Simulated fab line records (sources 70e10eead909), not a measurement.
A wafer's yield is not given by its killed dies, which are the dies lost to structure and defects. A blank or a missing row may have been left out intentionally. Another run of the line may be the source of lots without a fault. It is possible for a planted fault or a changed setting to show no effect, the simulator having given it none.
Which of the tools did it? | flow nandHarc | 12 lots, 36 wafers sampled, at 5 steps of a route of 1159

== WHAT THE GAUGES SHOWED, per wafer ==
NHARC_END_SORT_01. Usual: killedAtArray 28, standard deviation 11; killedAtOther 0.7, standard deviation 0.88; killedAtPeriphery 3.1, standard deviation 2.2; killedDies 31, standard deviation 12; killedOpen 3.3, standard deviation 2; killedShort 2.0, standard deviation 1.6.
lot  | measured     | on        | killedAtArray | killedAtOther | killedAtPeriphery | killedDies | killedOpen | killedShort | flag
L905 | day 19 12:16 | prober-02 | 33 23 16      | 3 2 2         | 3 2 4             | 39 27 22   | 3 4 1      | 3 1 0       | 
L915 | day 22 02:26 | prober-02 | 44 33 40      | 1 1 0         | 2 1 2             | 47 35 42   | 5 1 3      | 1 1 0       | 
L921 | day 24 18:03 | prober-01 | 42 43 676     | 1 0 1         | 6 4 0             | 49 47 677  | 5 6 0      | 4 2 2       | OFF
L923 | day 24 18:03 | prober-02 | 11 674 677    | 0 0 0         | 10 3 0            | 21 677 677 | 4 7 4      | 3 1 1       | OFF

== EACH LOT AND THE TOOL THAT RAN IT (in order: tool; ch and the chambers of the sampled wafers; start) ==
lot  | NHARC_A_CONTACT_ETCH_89                      | NHARC_A_CONTACT_ETCH_31                      | NHARC_A_CONTACT_ETCH_134           | NHARC_A_CONTACT_ALD_18
L905 | rieDiel-05 ch 1,2,3, day 16 16:18 or earlier | rieDiel-05 ch 0,1,3, day 16 16:18 or earlier | harCapEtch-02 ch 0,1, day 16 16:18 | aldMetal-02 ch 0,1,2, day 16 18:34
L908 | rieDiel-11 ch 1,2,3, day 17 13:46 or earlier | rieDiel-11 ch 0,1,3, day 17 13:46 or earlier | harCapEtch-02 ch 0,1, day 17 13:46 | aldMetal-04 ch 1,2, day 17 16:01
L907 | rieDiel-07 ch 1,2, day 17 17:35 or earlier   | rieDiel-07 ch 0,3, day 17 17:35 or earlier   | harCapEtch-01 ch 0,1, day 17 17:35 | aldMetal-02 ch 0,2,3, day 17 19:58
L911 | rieDiel-05 ch 0,3, day 18 03:19 or earlier   | rieDiel-05 ch 0,2,3, day 18 03:19 or earlier | harCapEtch-02 ch 0,1, day 18 03:19 | aldMetal-01 ch 0,1, day 18 05:36
L913 | rieDiel-11 ch 0,3, day 19 04:13 or earlier   | rieDiel-11 ch 0,3, day 19 04:13 or earlier   | harCapEtch-01 ch 0,1, day 19 04:13 | aldMetal-04 ch 0,2,3, day 19 06:49
L915 | rieDiel-05 ch 0,1, day 19 14:34 or earlier   | rieDiel-05 ch 2,3, day 19 14:34 or earlier   | harCapEtch-03 ch 0,1, day 19 14:34 | aldMetal-02 ch 0,1,3, day 19 18:26
L917 | rieDiel-05 ch 0,2,3, day 20 12:37 or earlier | rieDiel-05 ch 0,1,3, day 20 12:37 or earlier | harCapEtch-02 ch 0,1, day 20 12:37 | aldMetal-04 ch 1,2,3, day 20 14:55
L921 | rieDiel-07 ch 1,2,3, day 21 21:29 or earlier | rieDiel-07 ch 1,2,3, day 21 21:29 or earlier | harCapEtch-02 ch 0,1, day 21 21:29 | aldMetal-02 ch 0,2,3, day 22 00:07
L923 | rieDiel-05 ch 0,3, day 22 03:24 or earlier   | rieDiel-05 ch 0,3, day 22 03:24 or earlier   | harCapEtch-02 ch 0,1, day 22 03:24 | aldMetal-02 ch 0,1, day 22 05:42
L925 | rieDiel-07 ch 2,3, day 22 12:10 or earlier   | rieDiel-07 ch 1,2, day 22 12:10 or earlier   | harCapEtch-02 ch 0,1, day 22 12:10 | aldMetal-01 ch 0,1,3, day 22 14:24
L926 | rieDiel-05 ch 0,2,3, day 22 14:56 or earlier | rieDiel-07 ch 1,2, day 22 14:56              | harCapEtch-02 ch 0,1, day 22 15:19 | aldMetal-04 ch 0,2,3, day 22 17:53
L924 | rieDiel-11 ch 0,1, day 22 23:30 or earlier   | rieDiel-11 ch 1,3, day 22 23:30 or earlier   | harCapEtch-02 ch 0,1, day 22 23:30 | aldMetal-04 ch 0,1,2, day 23 02:01
- NHARC_A_CONTACT_ETCH_89: etches the open film in N2/H2, target depth 260 nm, time 475.3 s.
- NHARC_A_CONTACT_ETCH_31: etches the open film in O2/COS, target depth 2000 nm, time 520 s.
- NHARC_A_CONTACT_ETCH_134: etches the open film in C4F8/O2/Ar, time 140 s, target depth 700 nm.
- NHARC_A_CONTACT_ALD_18: deposits TiN, target thk 3 nm, pulse time 1 s, ald cycles 150.

== WHAT THE TOOLS THEMSELVES READ (means of the sampled wafers that have a number; where no wafer has one, the mark that the record gives instead) ==
NHARC_A_CONTACT_ETCH_89. Usual: drypumpMotorCurrentA 5.7 A, standard deviation 0.47; oesProductAu 1.002 a.u., standard deviation 0.014; rfVppV 429.1 V, standard deviation 2.6; showerheadPlenumPTorr 1.98 Torr, standard deviation 0.09; throttleValvePct 14.171 %, standard deviation 0.0099.
lot  | tool       | drypumpMotorCurrentA (A) | oesProductAu (a.u.) | rfVppV (V) | showerheadPlenumPTorr (Torr) | throttleValvePct (%) | flag
L905 | rieDiel-05 | 5.5                      | 0.998               | 428.1      | 1.96                         | 14.178               | 
L908 | rieDiel-11 | 5.2                      | 0.995               | 427.6      | 1.92                         | 14.179               | 
L907 | rieDiel-07 | 6.6                      | 0.992               | 429.5      | 2.03                         | 14.173               | 
L911 | rieDiel-05 | 5.5                      | 1.010               | 426.9      | 1.93                         | 14.166               | 
L913 | rieDiel-11 | 5.8                      | 1.000               | 430.8      | 2.02                         | 14.167               | 
L915 | rieDiel-05 | 5.4                      | 1.003               | 427.6      | 1.94                         | 14.173               | 
L917 | rieDiel-05 | 5.6                      | 1.010               | 427.5      | 1.93                         | 14.168               | 
L921 | rieDiel-07 | 6.2                      | 0.997               | 432.7      | 2.08                         | 14.171               | 
L923 | rieDiel-05 | 5.5                      | 1.019               | 427.8      | 1.93                         | 14.183               | 
L925 | rieDiel-07 | 5.8                      | 1.000               | 432.7      | 2.10                         | 14.171               | 
L926 | rieDiel-05 | 5.6                      | 1.015               | 427.6      | 1.93                         | 14.163               | 
L924 | rieDiel-11 | 5.4                      | 0.994               | 428.7      | 1.95                         | 14.176               | 

NHARC_A_CONTACT_ETCH_31. Usual: drypumpMotorCurrentA 5.7 A, standard deviation 0.47; o2FlowSccm 400.2 sccm, standard deviation 1.3; oesProductAu 1.004 a.u., standard deviation 0.014; rfVppV 313.2 V, standard deviation 2; showerheadPlenumPTorr 3.05 Torr, standard deviation 0.13; throttleValvePct 28.331 %, standard deviation 0.0091.
lot  | tool       | drypumpMotorCurrentA (A) | o2FlowSccm (sccm) | oesProductAu (a.u.) | rfVppV (V) | showerheadPlenumPTorr (Torr) | throttleValvePct (%) | flag
L905 | rieDiel-05 | 5.5                      | 400.4             | 1.003               | 312.2      | 2.98                         | 28.321               | 
L908 | rieDiel-11 | 5.5                      | 400.4             | 1.011               | 312.7      | 3.02                         | 28.345               | 
L907 | rieDiel-07 | 5.4                      | 401.8             | 1.005               | 314.8      | 3.17                         | 28.326               | 
L911 | rieDiel-05 | 5.6                      | 401.2             | 0.997               | 312.5      | 2.97                         | 28.335               | 
L913 | rieDiel-11 | 5.7                      | 400.3             | 1.005               | 312.0      | 3.02                         | 28.324               | 
L915 | rieDiel-05 | 5.6                      | 400.7             | 0.994               | 312.5      | 2.99                         | 28.335               | 
L917 | rieDiel-05 | 5.5                      | 401.2             | 1.008               | 312.1      | 2.98                         | 28.323               | 
L921 | rieDiel-07 | 6.2                      | 401.0             | 1.003               | 314.9      | 3.18                         | 28.335               | 
L923 | rieDiel-05 | 5.5                      | 400.0             | 1.016               | 311.7      | 2.97                         | 28.326               | 
L925 | rieDiel-07 | 6.7                      | 400.8             | 1.000               | 314.7      | 3.09                         | 28.331               | 
L926 | rieDiel-07 | 6.6                      | 398.3             | 1.007               | 313.5      | 3.09                         | 28.347               | 
L924 | rieDiel-11 | 5.4                      | 399.9             | 0.989               | 311.8      | 2.93                         | 28.332               | 

NHARC_A_CONTACT_ALD_18. Usual: heaterPowerW 1071 W, standard deviation 140; precursorPulseHeightRel 1.003, standard deviation 0.02.
lot  | tool        | heaterPowerW (W) | precursorPulseHeightRel | flag
L905 | aldMetal-02 | 1064             | 1.010                   | 
L908 | aldMetal-04 | 1229             | 1.024                   | 
L907 | aldMetal-02 | 981              | 0.993                   | 
L911 | aldMetal-01 | 946              | 0.993                   | 
L913 | aldMetal-04 | 1204             | 0.970                   | 
L915 | aldMetal-02 | 1066             | 1.004                   | 
L917 | aldMetal-04 | 1191             | 1.013                   | 
L921 | aldMetal-02 | 968              | 0.996                   | 
L923 | aldMetal-02 | 1117             | 1.032                   | 
L925 | aldMetal-01 | 1044             | 1.005                   | 
L926 | aldMetal-04 | 1175             | 1.003                   | 
L924 | aldMetal-04 | 1228             | 1.010                   | 

== THE ANSWER, worked out from the rows above alone ==
Rule: a lot is off if the mean of its wafers that have a number lies more than 3 standard deviations from the usual mean. Also off: a lot with no number at a reading for which 4 or more lots have one. Any other lot the step has rows for is counted as sound. After the gauges, taken in route order, come the tools' own readings; for these a lot's mean is taken, as printed above. The first step at which some lot is off is used, and at that step the reading that is off furthest; a lot without a number counts as furthest.
Off, at NHARC_END_SORT_01 on killedAtArray: L921, L923. Neither off nor sound, because the step has no rows for them: L908, L907, L911, L913, L917, L925, L926, L924.
If a tool, at a process step before that reading, ran all the lots that are off and no sound lot after the first of them, it fits. Gauges at NHARC_END_SORT_01: tried the same way as those tools. With no start given for some of its lots, NHARC_A_CONTACT_ETCH_89 uses the hours and lot order of NHARC_A_CONTACT_ETCH_134. With no start given for some of its lots, NHARC_A_CONTACT_ETCH_31 uses the hours and lot order of NHARC_A_CONTACT_ETCH_134. 2 tools fit, harCapEtch-02 at NHARC_A_CONTACT_ETCH_134 and aldMetal-02 at NHARC_A_CONTACT_ALD_18, so this cannot tell which one it is.

== WHAT THE SIMULATOR HAD INSERTED ==
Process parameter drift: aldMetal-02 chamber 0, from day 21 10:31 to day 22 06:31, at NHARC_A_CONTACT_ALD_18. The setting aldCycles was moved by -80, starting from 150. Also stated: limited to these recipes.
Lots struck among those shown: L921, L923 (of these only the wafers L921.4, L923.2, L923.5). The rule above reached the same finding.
